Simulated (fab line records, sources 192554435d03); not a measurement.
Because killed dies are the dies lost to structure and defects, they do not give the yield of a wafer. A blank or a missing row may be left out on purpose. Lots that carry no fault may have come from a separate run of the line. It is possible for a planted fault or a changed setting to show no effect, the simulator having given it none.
Struck lot and sound lot, side by side    flow n5 finfet    18 steps out of a route of 1938
Sound: these wafers, L832.1, L832.3, L832.6. The struck wafers were L833.1, L833.3, L833.5. Last of all comes the cause.
For every step that has rows: the tool of each side, followed by ch and its chambers, followed by its first start. Under that, the readings that differ: sound wafers    struck wafers    difference of the means    sigmas: that difference in standard deviations of wafers without a fault.
alike: words and numbers the same on both sides, and readings whose means are apart by under 2 such deviations; not compared: readings that were withheld, readings missing a value for some wafer, numbers with overlapping values and no deviation given by the record, and bounds like >300 which may hide the same value.
A row with sigmas, a row that says differs or no value, or rows on one side alone: a step with any of these is where the two part. When numbers do not overlap yet have no deviation, they are printed without sigmas and do not part them. A reading missing from all wafers of one side parts the sides only when that side holds two or more wafers.

first, 9 steps without rows for these wafers: N5_BEOL_M10_DESCUM_16 (chemistry O2, time 7.9 s); N5_BEOL_M10_ETCH_61 (etches SiARC in CF4, target depth 39 nm, time 65 s); N5_BEOL_M10_ETCH_62 (etches SOC in N2/H2, target depth 110 nm, overetch 22 nm, time 165 s); N5_BEOL_M10_STRIP_68 (strips in N2/H2); N5_BEOL_M10_STRIP_67 (strips in CF4); N5_BEOL_M10_HM_OPEN_17 (chemistry Cl2/BCl3, target TiN, target depth 20 nm, overetch 6 nm); N5_BEOL_M10_STRIP_19 (strips in O2); N5_BEOL_M10_COAT_63 (time 60 s, resist thk 100 nm); N5_BEOL_M10_COAT_64 (time 60 s, resist thk 30 nm).
N5_BEOL_M10_COAT_22: resist thk 90 nm.
  sound on litho track-02 ch 0, day 13 07:24; struck on litho track-02 ch 0, day 13 14:04
reading                                        sound                 struck                difference  sigmas
spin speed rpm (rpm)                           1500.5 1499.7 1498.8  1564.4 1565.3 1564.3  +65.0       +73
model.CAR-ArF_of_BEOL_M10_COAT_22.thk nm (nm)  90 89.8 89.8          88 88 88.4            -2          
then, 6 steps without rows for these wafers: N5_BEOL_M10_EBR_24; N5_BEOL_M10_SOFTBAKE_23 (time 60 s); N5_BEOL_M10_EXPOSE_25 (exposes mask V9); N5_BEOL_M10_PEB_26 (peb time 60 s); N5_BEOL_M10_DEVELOP_27 (develop time 30 s); N5_BEOL_M10_DESCUM_33 (chemistry O2, time 7.9 s).
N5_BEOL_M10_ETCH_65: etches SiARC in CF4, target depth 39 nm, time 65 s.
  sound on rie diel-06 ch 2,3, day 13 07:56; struck on rie diel-05 ch 1,2, day 13 14:55
reading                                        sound           struck        difference  sigmas
model.CAR-ArF_of_BEOL_M10_COAT_22.thk nm (nm)  55.6 55.4 55.2  53.8 53.8 54  -1.5        
  alike: drypump motor current A, etch rf on time s, oes product au, rf fwd power W, rf vpp V, showerhead plenum p Torr, throttle valve pct
  not compared: rf hours counter h
then, 1 step without rows for these wafers: N5_BEOL_M10_ETCH_66 (etches SOC in N2/H2, target depth 120 nm, overetch 24 nm, time 180 s).

WHERE THEY PART
At N5_BEOL_M10_COAT_22 and nowhere else, as far as this record goes. Later steps at which nothing parts them and some readings are alike: N5_BEOL_M10_ETCH_65.

WHY: the cause the simulator had injected
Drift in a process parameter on litho track-02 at N5_BEOL_M10_COAT_22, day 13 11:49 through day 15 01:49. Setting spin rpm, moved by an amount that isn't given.
